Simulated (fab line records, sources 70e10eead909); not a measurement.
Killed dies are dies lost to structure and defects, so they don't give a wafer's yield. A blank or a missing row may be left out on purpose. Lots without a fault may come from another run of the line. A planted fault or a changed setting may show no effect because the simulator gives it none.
Which tool did it? | flow nand_harc | 19 lots, 57 wafers sampled, at 6 steps of a route of 1302

WHAT THE GAUGES READ, wafer by wafer
The record holds no reading of a measuring or inspecting step that can be judged against a usual standard deviation.

WHICH TOOL RAN EACH LOT (tool, then ch and the chambers of the sampled wafers, then the start)
lot  | NHARC_A_STAIRCASE_STRIP_205          | NHARC_A_STAIRCASE_ETCH_271         | NHARC_A_STAIRCASE_ETCH_313         | NHARC_A_STAIRCASE_ETCH_453                    | NHARC_A_STAIRCASE_STRIP_476        | NHARC_A_STAIRCASE_DEP_471
L074 | plasma_asher-01 ch 0,1, day 15 18:19 | rie_diel-11 ch 0,2,3, day 16 05:12 | rie_diel-11 ch 1,3, day 16 17:21   | rie_diel-11 ch 0,1,2, day 16 21:24 or earlier | rie_diel-08 ch 0,1,3, day 16 21:24 | pecvd-03 ch 0,2, day 19 06:37
L075 | plasma_asher-01 ch 0,1, day 16 12:53 | rie_diel-08 ch 0,3, day 17 00:38   | rie_diel-12 ch 0,1, day 17 16:43   | rie_diel-12 ch 0,3, day 17 20:46 or earlier   | rie_diel-12 ch 1,2,3, day 17 20:46 | pecvd-04 ch 0,1,2, day 19 14:57
L077 | plasma_asher-02 ch 0,1, day 17 09:22 | rie_diel-12 ch 0,1, day 17 20:29   | rie_diel-11 ch 0,2,3, day 18 13:43 | rie_diel-11 ch 1,3, day 18 17:52 or earlier   | rie_diel-11 ch 0,2,3, day 18 17:52 | pecvd-03 ch 0,1,2, day 20 10:46
L080 | plasma_asher-02 ch 0,1, day 19 04:14 | rie_diel-11 ch 1,2,3, day 19 13:56 | rie_diel-08 ch 1,2,3, day 20 05:14 | rie_diel-08 ch 0,2,3, day 20 10:33 or earlier | rie_diel-12 ch 0,2,3, day 20 10:33 | pecvd-04 ch 1,2, day 22 06:03
L082 | plasma_asher-01 ch 0,1, day 19 16:11 | rie_diel-08 ch 0,1, day 20 04:46   | rie_diel-12 ch 0,2, day 20 19:44   | rie_diel-12 ch 0,1,3, day 20 23:47 or earlier | rie_diel-08 ch 0,1,2, day 20 23:47 | pecvd-02 ch 1,2, day 22 21:17
L083 | plasma_asher-01 ch 0,1, day 20 01:43 | rie_diel-11 ch 1,2, day 20 16:01   | rie_diel-08 ch 1,2, day 21 04:01   | rie_diel-08 ch 1,2,3, day 21 09:29 or earlier | rie_diel-11 ch 1,2, day 21 09:29   | pecvd-03 ch 0,1,2, day 23 06:44
L084 | plasma_asher-02 ch 1, day 20 16:24   | rie_diel-11 ch 0,1,3, day 21 01:50 | rie_diel-08 ch 1,2,3, day 21 16:55 | rie_diel-08 ch 0,1,3, day 21 20:52 or earlier | rie_diel-11 ch 1,2, day 21 20:52   | pecvd-03 ch 1,2, day 23 16:02
L085 | plasma_asher-01 ch 0, day 20 16:42   | rie_diel-08 ch 0,2,3, day 21 03:35 | rie_diel-11 ch 1,2, day 21 18:53   | rie_diel-11 ch 0,1,2, day 22 00:44 or earlier | rie_diel-12 ch 0,3, day 22 00:44   | pecvd-03 ch 0,2, day 23 14:54
L086 | plasma_asher-01 ch 0,1, day 21 02:13 | rie_diel-11 ch 0,1,2, day 21 15:11 | rie_diel-11 ch 0,1, day 22 07:07   | rie_diel-11 ch 1,2, day 22 11:13 or earlier   | rie_diel-11 ch 0,3, day 22 11:13   | pecvd-02 ch 0,2, day 24 06:05
L087 | plasma_asher-01 ch 0,1, day 21 21:04 | rie_diel-08 ch 0,2, day 22 09:08   | rie_diel-11 ch 1,2,3, day 23 03:26 | rie_diel-11 ch 0,1,2, day 23 07:25 or earlier | rie_diel-12 ch 0,1, day 23 07:25   | pecvd-04 ch 0,1,2, day 24 23:43
L088 | plasma_asher-01 ch 0, day 22 03:40   | rie_diel-11 ch 0,1,2, day 22 14:14 | rie_diel-08 ch 0,1, day 23 07:53   | rie_diel-08 ch 0,1,2, day 23 17:00 or earlier | rie_diel-11 ch 1,2, day 23 17:00   | pecvd-04 ch 1, day 25 12:47
L090 | plasma_asher-02 ch 0,1, day 22 04:04 | rie_diel-12 ch 0,1,3, day 22 16:05 | rie_diel-11 ch 0,3, day 23 09:44   | rie_diel-11 ch 0,2, day 23 15:37 or earlier   | rie_diel-12 ch 1,2, day 23 15:37   | pecvd-03 ch 0,1, day 25 12:51
L089 | plasma_asher-01 ch 0,1, day 22 10:04 | rie_diel-12 ch 0,1,3, day 22 20:04 | rie_diel-12 ch 1,2, day 23 11:28   | rie_diel-12 ch 0,3, day 23 15:29 or earlier   | rie_diel-08 ch 0,3, day 23 15:29   | pecvd-04 ch 0,1, day 25 14:10
L091 | plasma_asher-01 ch 0, day 22 16:05   | rie_diel-11 ch 0,1,2, day 23 05:10 | rie_diel-12 ch 0,2,3, day 23 18:41 | rie_diel-12 ch 1,2,3, day 23 22:37 or earlier | rie_diel-12 ch 0,1, day 23 22:37   | pecvd-03 ch 0,1,2, day 25 20:13
L092 | plasma_asher-01 ch 0,1, day 23 13:44 | rie_diel-11 ch 0,3, day 23 22:50   | rie_diel-08 ch 1,2, day 24 16:26   | rie_diel-08 ch 2,3, day 24 21:26 or earlier   | rie_diel-08 ch 0,2,3, day 24 21:26 | pecvd-04 ch 1,2, day 26 15:28
L094 | plasma_asher-02 ch 0,1, day 23 22:19 | rie_diel-12 ch 0,1,3, day 24 15:13 | rie_diel-12 ch 0,1,3, day 25 02:46 | rie_diel-12 ch 0,2,3, day 25 10:38 or earlier | rie_diel-12 ch 0,1,2, day 25 10:38 | pecvd-02 ch 0,1,2, day 27 03:32
L095 | plasma_asher-01 ch 0,1, day 24 20:12 | rie_diel-12 ch 1,2,3, day 25 05:59 | rie_diel-08 ch 1,2,3, day 25 20:56 | rie_diel-08 ch 0,1,3, day 26 00:57 or earlier | rie_diel-08 ch 1,2,3, day 26 00:57 | pecvd-03 ch 1,2, day 27 21:20
L096 | plasma_asher-01 ch 0,1, day 25 13:01 | rie_diel-12 ch 0,2, day 25 23:47   | rie_diel-08 ch 1,2,3, day 26 14:15 | rie_diel-08 ch 1,2, day 26 19:33 or earlier   | rie_diel-08 ch 2,3, day 26 19:33   | pecvd-02 ch 0,1,2, day 28 14:49
L097 | plasma_asher-02 ch 0,1, day 25 13:14 | rie_diel-11 ch 0,1,2, day 26 00:38 | rie_diel-08 ch 1,2,3, day 26 15:53 | rie_diel-08 ch 1,2,3, day 26 19:49 or earlier | rie_diel-08 ch 0,1,2, day 26 19:49 | pecvd-04 ch 0,2, day 28 15:06
- NHARC_A_STAIRCASE_STRIP_205: strips in O2.
- NHARC_A_STAIRCASE_ETCH_271: etches the open film in CF4/CHF3.
- NHARC_A_STAIRCASE_ETCH_313: etches the open film in CF4/CHF3.
- NHARC_A_STAIRCASE_ETCH_453: etches the open film in CF4/O2, target depth 30 nm, overetch 3 nm, time 16.5 s.
- NHARC_A_STAIRCASE_STRIP_476: strips in O2, time 20 s.
- NHARC_A_STAIRCASE_DEP_471: deposits SiO2, target thk 100 nm.

WHAT THE TOOLS THEMSELVES READ (means of the sampled wafers that have a number; where no wafer has one, the mark that the record gives instead)
NHARC_A_STAIRCASE_STRIP_205. Usual: drypump_motor_current_A 5.2 A, standard deviation 0.45; heater_power_w 323 W, standard deviation 17.
lot  | tool            | drypump_motor_current_A (A) | heater_power_w (W) | flag
L074 | plasma_asher-01 | 5.0                         | 316                |
L075 | plasma_asher-01 | 5.0                         | 319                |
L077 | plasma_asher-02 | 5.4                         | 354                |
L080 | plasma_asher-02 | 5.4                         | 348                |
L082 | plasma_asher-01 | 5.3                         | 316                |
L083 | plasma_asher-01 | 5.4                         | 316                |
L084 | plasma_asher-02 | 5.4                         | 357                |
L085 | plasma_asher-01 | 5.7                         | 319                |
L086 | plasma_asher-01 | 5.0                         | 309                |
L087 | plasma_asher-01 | 5.3                         | 319                |
L088 | plasma_asher-01 | 5.7                         | 314                |
L090 | plasma_asher-02 | 5.4                         | 336                |
L089 | plasma_asher-01 | 5.0                         | 316                |
L091 | plasma_asher-01 | 5.7                         | 314                |
L092 | plasma_asher-01 | 5.0                         | 320                |
L094 | plasma_asher-02 | 5.4                         | 347                |
L095 | plasma_asher-01 | 5.3                         | 312                |
L096 | plasma_asher-01 | 5.0                         | 314                |
L097 | plasma_asher-02 | 5.4                         | 349                |

NHARC_A_STAIRCASE_ETCH_271. Usual: bias_w 200.0 W, standard deviation 0.56; chf3_flow_sccm 30.00 sccm, standard deviation 0.097; drypump_motor_current_A 5.8 A, standard deviation 0.45; oes_product_au 0.951 a.u., standard deviation 0.023; rf_vpp_V 370.4 V, standard deviation 2.7; showerhead_plenum_p_Torr 1.57 Torr, standard deviation 0.078; throttle_valve_pct 16.804 %, standard deviation 0.0094.
lot  | tool        | bias_w (W) | chf3_flow_sccm (sccm) | drypump_motor_current_A (A) | oes_product_au (a.u.) | rf_vpp_V (V) | showerhead_plenum_p_Torr (Torr) | throttle_valve_pct (%) | flag
L074 | rie_diel-11 | 200.1      | 30.05                 | 5.8                         | 0.921                 | 368.6        | 1.50                            | 16.807                 |
L075 | rie_diel-08 | 199.8      | 30.07                 | 5.2                         | 0.970                 | 372.0        | 1.62                            | 16.800                 |
L077 | rie_diel-12 | 199.7      | 29.90                 | 5.5                         | 0.959                 | 374.2        | 1.67                            | 16.799                 |
L080 | rie_diel-11 | 200.1      | 29.96                 | 5.7                         | 0.982                 | 370.9        | 1.60                            | 16.802                 |
L082 | rie_diel-08 | 200.2      | 29.97                 | 5.4                         | 0.924                 | 369.0        | 1.54                            | 16.804                 |
L083 | rie_diel-11 | 199.1      | 30.02                 | 5.7                         | 0.929                 | 373.3        | 1.64                            | 16.806                 |
L084 | rie_diel-11 | 199.5      | 30.04                 | 5.4                         | 0.945                 | 369.7        | 1.54                            | 16.807                 |
L085 | rie_diel-08 | 199.9      | 30.02                 | 5.7                         | 0.926                 | 370.2        | 1.58                            | 16.807                 |
L086 | rie_diel-11 | 200.1      | 30.11                 | 5.8                         | 0.943                 | 372.8        | 1.62                            | 16.807                 |
L087 | rie_diel-08 | 200.3      | 29.96                 | 5.4                         | 0.969                 | 371.3        | 1.63                            | 16.805                 |
L088 | rie_diel-11 | 199.5      | 29.98                 | 5.8                         | 0.925                 | 371.0        | 1.61                            | 16.814                 |
L090 | rie_diel-12 | 200.4      | 29.82                 | 5.8                         | 0.969                 | 371.9        | 1.61                            | 16.802                 |
L089 | rie_diel-12 | 200.4      | 30.02                 | 5.8                         | 0.969                 | 372.0        | 1.61                            | 16.809                 |
L091 | rie_diel-11 | 200.1      | 30.06                 | 5.8                         | 0.968                 | 371.8        | 1.61                            | 16.806                 |
L092 | rie_diel-11 | 200.0      | 30.10                 | 5.5                         | 0.957                 | 369.3        | 1.52                            | 16.806                 |
L094 | rie_diel-12 | 200.5      | 30.02                 | 5.8                         | 0.920                 | 371.1        | 1.61                            | 16.801                 |
L095 | rie_diel-12 | 200.4      | 29.97                 | 6.0                         | 0.922                 | 371.2        | 1.56                            | 16.802                 |
L096 | rie_diel-12 | 199.8      | 30.06                 | 6.1                         | 0.971                 | 370.4        | 1.53                            | 16.805                 |
L097 | rie_diel-11 | 199.8      | 29.96                 | 5.8                         | 0.969                 | 371.8        | 1.60                            | 16.805                 |

NHARC_A_STAIRCASE_ETCH_313. Usual: bias_w 200.0 W, standard deviation 0.64; chf3_flow_sccm 30.00 sccm, standard deviation 0.085; drypump_motor_current_A 5.7 A, standard deviation 0.47; oes_product_au 0.929 a.u., standard deviation 0.013; rf_vpp_V 370.7 V, standard deviation 2.7; showerhead_plenum_p_Torr 1.58 Torr, standard deviation 0.084; throttle_valve_pct 16.803 %, standard deviation 0.0083.
lot  | tool        | bias_w (W) | chf3_flow_sccm (sccm) | drypump_motor_current_A (A) | oes_product_au (a.u.) | rf_vpp_V (V) | showerhead_plenum_p_Torr (Torr) | throttle_valve_pct (%) | flag
L074 | rie_diel-11 | 199.6      | 29.98                 | 5.4                         | 0.925                 | 370.0        | 1.53                            | 16.809                 |
L075 | rie_diel-12 | 199.8      | 29.97                 | 5.5                         | 0.924                 | 373.5        | 1.67                            | 16.806                 |
L077 | rie_diel-11 | 199.8      | 30.01                 | 5.7                         | 0.929                 | 368.8        | 1.50                            | 16.802                 |
L080 | rie_diel-08 | 200.5      | 30.06                 | 6.0                         | 0.932                 | 368.9        | 1.51                            | 16.804                 |
L082 | rie_diel-12 | 200.2      | 30.05                 | 6.1                         | 0.966                 | 369.6        | 1.54                            | 16.804                 |
L083 | rie_diel-08 | 200.4      | 29.99                 | 6.1                         | 0.924                 | 369.1        | 1.53                            | 16.799                 |
L084 | rie_diel-08 | 200.1      | 30.04                 | 6.0                         | 0.916                 | 369.4        | 1.50                            | 16.798                 |
L085 | rie_diel-11 | 199.6      | 30.08                 | 5.7                         | 0.941                 | 373.3        | 1.64                            | 16.799                 |
L086 | rie_diel-11 | 199.1      | 29.98                 | 5.4                         | 0.936                 | 370.8        | 1.59                            | 16.800                 |
L087 | rie_diel-11 | 200.1      | 29.97                 | 5.7                         | 0.930                 | 370.0        | 1.59                            | 16.798                 |
L088 | rie_diel-08 | 200.7      | 29.97                 | 5.4                         | 0.945                 | 369.5        | 1.53                            | 16.806                 |
L090 | rie_diel-11 | 199.9      | 30.00                 | 5.4                         | 0.922                 | 368.4        | 1.50                            | 16.800                 |
L089 | rie_diel-12 | 200.5      | 30.02                 | 5.7                         | 0.917                 | 372.3        | 1.62                            | 16.806                 |
L091 | rie_diel-12 | 200.0      | 30.06                 | 6.1                         | 0.926                 | 370.6        | 1.55                            | 16.801                 |
L092 | rie_diel-08 | 200.3      | 29.99                 | 5.9                         | 0.950                 | 373.2        | 1.65                            | 16.799                 |
L094 | rie_diel-12 | 199.6      | 29.91                 | 5.8                         | 0.916                 | 371.8        | 1.61                            | 16.800                 |
L095 | rie_diel-08 | 199.9      | 29.99                 | 6.0                         | 0.924                 | 371.0        | 1.58                            | 16.800                 |
L096 | rie_diel-08 | 199.7      | 30.04                 | 6.0                         | 0.926                 | 370.9        | 1.58                            | 16.811                 |
L097 | rie_diel-08 | 200.2      | 29.96                 | 6.0                         | 0.920                 | 370.5        | 1.58                            | 16.805                 |

NHARC_A_STAIRCASE_ETCH_453. Usual: bias_w 100.0 W, standard deviation 0.32; drypump_motor_current_A 5.8 A, standard deviation 0.48; o2_flow_sccm 20.01 sccm, standard deviation 0.06; oes_f_703_au 1.000 a.u., standard deviation 0.0046; oes_product_au 0.998 a.u., standard deviation 0.0073; rf_vpp_V 197.7 V, standard deviation 1.6; showerhead_plenum_p_Torr 1.33 Torr, standard deviation 0.071; throttle_valve_pct 13.397 %, standard deviation 0.0076.
lot  | tool        | bias_w (W) | drypump_motor_current_A (A) | o2_flow_sccm (sccm) | oes_f_703_au (a.u.) | oes_product_au (a.u.) | rf_vpp_V (V) | showerhead_plenum_p_Torr (Torr) | throttle_valve_pct (%) | flag
L074 | rie_diel-11 | 99.9       | 5.8                         | 19.91               | 1.003               | 0.989                 | 196.9        | 1.31                            | 13.399                 |
L075 | rie_diel-12 | 100.0      | 6.1                         | 19.99               | 0.997               | 0.987                 | 198.5        | 1.34                            | 13.386                 |
L077 | rie_diel-11 | 100.2      | 5.4                         | 19.99               | 0.999               | 0.996                 | 197.4        | 1.30                            | 13.404                 |
L080 | rie_diel-08 | 100.3      | 5.7                         | 20.07               | 0.997               | 0.998                 | 197.3        | 1.34                            | 13.397                 |
L082 | rie_diel-12 | 99.7       | 5.8                         | 20.00               | 1.002               | 1.000                 | 198.1        | 1.37                            | 13.407                 |
L083 | rie_diel-08 | 100.0      | 6.0                         | 19.99               | 1.003               | 0.999                 | 195.6        | 1.28                            | 13.394                 |
L084 | rie_diel-08 | 99.9       | 5.5                         | 20.02               | 0.998               | 0.999                 | 196.7        | 1.31                            | 13.395                 |
L085 | rie_diel-11 | 100.1      | 5.8                         | 20.07               | 0.998               | 1.009                 | 198.8        | 1.37                            | 13.397                 |
L086 | rie_diel-11 | 100.1      | 5.7                         | 19.99               | 0.998               | 1.004                 | 198.4        | 1.39                            | 13.390                 |
L087 | rie_diel-11 | 99.9       | 5.8                         | 20.02               | 0.999               | 1.004                 | 198.6        | 1.37                            | 13.396                 |
L088 | rie_diel-08 | 100.4      | 5.6                         | 19.99               | 0.996               | 1.011                 | 197.8        | 1.33                            | 13.398                 |
L090 | rie_diel-11 | 100.0      | 6.1                         | 20.01               | 1.000               | 1.002                 | 199.1        | 1.39                            | 13.395                 |
L089 | rie_diel-12 | 99.7       | 5.9                         | 20.04               | 1.001               | 0.998                 | 198.8        | 1.35                            | 13.385                 |
L091 | rie_diel-12 | 100.4      | 6.0                         | 20.01               | 0.999               | 0.995                 | 198.5        | 1.33                            | 13.397                 |
L092 | rie_diel-08 | 99.9       | 6.0                         | 20.02               | 1.001               | 0.996                 | 197.3        | 1.27                            | 13.402                 |
L094 | rie_diel-12 | 100.0      | 6.1                         | 19.99               | 0.998               | 0.992                 | 197.0        | 1.31                            | 13.398                 |
L095 | rie_diel-08 | 99.8       | 5.5                         | 20.02               | 1.002               | 0.996                 | 198.7        | 1.37                            | 13.393                 |
L096 | rie_diel-08 | 99.8       | 6.1                         | 19.97               | 0.998               | 0.989                 | 198.8        | 1.36                            | 13.402                 |
L097 | rie_diel-08 | 99.8       | 5.9                         | 19.96               | 1.001               | 1.001                 | 198.0        | 1.34                            | 13.397                 |

NHARC_A_STAIRCASE_STRIP_476. Usual: drypump_motor_current_A 5.8 A, standard deviation 0.46; o2_flow_sccm 500.1 sccm, standard deviation 1.4; oes_product_au 0.999 a.u., standard deviation 0.0085; rf_vpp_V 57.7 V, standard deviation 0.94; showerhead_plenum_p_Torr 3.53 Torr, standard deviation 0.18; throttle_valve_pct 17.036 %, standard deviation 0.0089.
lot  | tool        | drypump_motor_current_A (A) | o2_flow_sccm (sccm) | oes_product_au (a.u.) | rf_vpp_V (V) | showerhead_plenum_p_Torr (Torr) | throttle_valve_pct (%) | flag
L074 | rie_diel-08 | 5.5                         | 499.7               | 0.998                 | 57.5         | 3.48                            | 17.028                 |
L075 | rie_diel-12 | 6.0                         | 500.3               | 0.997                 | 57.8         | 3.53                            | 17.040                 |
L077 | rie_diel-11 | 5.8                         | 501.8               | 0.996                 | 57.0         | 3.36                            | 17.038                 |
L080 | rie_diel-12 | 6.1                         | 499.4               | 0.998                 | 56.9         | 3.48                            | 17.037                 |
L082 | rie_diel-08 | 5.6                         | 500.1               | 0.996                 | 56.6         | 3.52                            | 17.034                 |
L083 | rie_diel-11 | 6.1                         | 499.9               | 1.003                 | 57.9         | 3.74                            | 17.032                 |
L084 | rie_diel-11 | 6.1                         | 499.6               | 1.004                 | 57.8         | 3.74                            | 17.046                 |
L085 | rie_diel-12 | 5.9                         | 500.7               | 0.999                 | 57.7         | 3.57                            | 17.033                 |
L086 | rie_diel-11 | 5.5                         | 500.6               | 1.001                 | 57.7         | 3.37                            | 17.037                 |
L087 | rie_diel-12 | 5.6                         | 499.4               | 0.996                 | 58.1         | 3.67                            | 17.043                 |
L088 | rie_diel-11 | 6.1                         | 500.8               | 1.013                 | 59.1         | 3.73                            | 17.029                 |
L090 | rie_diel-12 | 6.0                         | 500.0               | 0.993                 | 57.2         | 3.48                            | 17.039                 |
L089 | rie_diel-08 | 5.6                         | 502.0               | 1.000                 | 57.9         | 3.46                            | 17.032                 |
L091 | rie_diel-12 | 5.6                         | 499.6               | 1.007                 | 57.3         | 3.67                            | 17.039                 |
L092 | rie_diel-08 | 5.7                         | 499.4               | 1.002                 | 57.3         | 3.52                            | 17.043                 |
L094 | rie_diel-12 | 5.8                         | 500.5               | 0.996                 | 58.3         | 3.57                            | 17.032                 |
L095 | rie_diel-08 | 6.0                         | 500.1               | 1.004                 | 58.1         | 3.53                            | 17.042                 |
L096 | rie_diel-08 | 6.2                         | 499.6               | 0.992                 | 56.9         | 3.43                            | 17.034                 |
L097 | rie_diel-08 | 5.7                         | 500.5               | 0.998                 | 58.3         | 3.67                            | 17.034                 |

NHARC_A_STAIRCASE_DEP_471. Usual: heater_power_w 514 W, standard deviation 81; throttle_valve_pct 16.0 %, standard deviation 0.43.
lot  | tool     | heater_power_w (W) | throttle_valve_pct (%) | flag
L074 | pecvd-03 | 496                | 15.6                   |
L075 | pecvd-04 | 501                | 16.2                   |
L077 | pecvd-03 | 471                | 15.6                   |
L080 | pecvd-04 | 435                | 15.9                   |
L082 | pecvd-02 | 659                | 16.5                   |
L083 | pecvd-03 | 507                | 15.7                   |
L084 | pecvd-03 | 450                | 15.7                   |
L085 | pecvd-03 | 518                | 15.7                   |
L086 | pecvd-02 | 531                | 16.2                   |
L087 | pecvd-04 | 496                | 16.3                   |
L088 | pecvd-04 | 464                | 15.8                   |
L090 | pecvd-03 | 543                | 15.6                   |
L089 | pecvd-04 | 473                | 16.4                   |
L091 | pecvd-03 | 498                | 15.5                   |
L092 | pecvd-04 | 564                | 16.4                   |
L094 | pecvd-02 | 634                | 16.1                   |
L095 | pecvd-03 | 462                | 15.7                   |
L096 | pecvd-02 | 610                | 16.1                   |
L097 | pecvd-04 | 569                | 16.1                   |

THE ANSWER, worked out from the rows above alone
Rule: a lot is off if the mean of its wafers that have a number lies more than 3 standard deviations from the usual mean. A lot without any number at a reading at which 4 lots or more have one is off too. The other lots that the step has rows for count as sound. The gauges are gone through in route order, then the tools' own readings, and for those a lot's mean is taken as printed above. The first step at which some lot is off is used, and at that step the reading that is off furthest; a lot without a number counts as furthest.
No lot is off at any reading shown: from this, nothing can be told.

WHAT THE SIMULATOR HAD PUT IN
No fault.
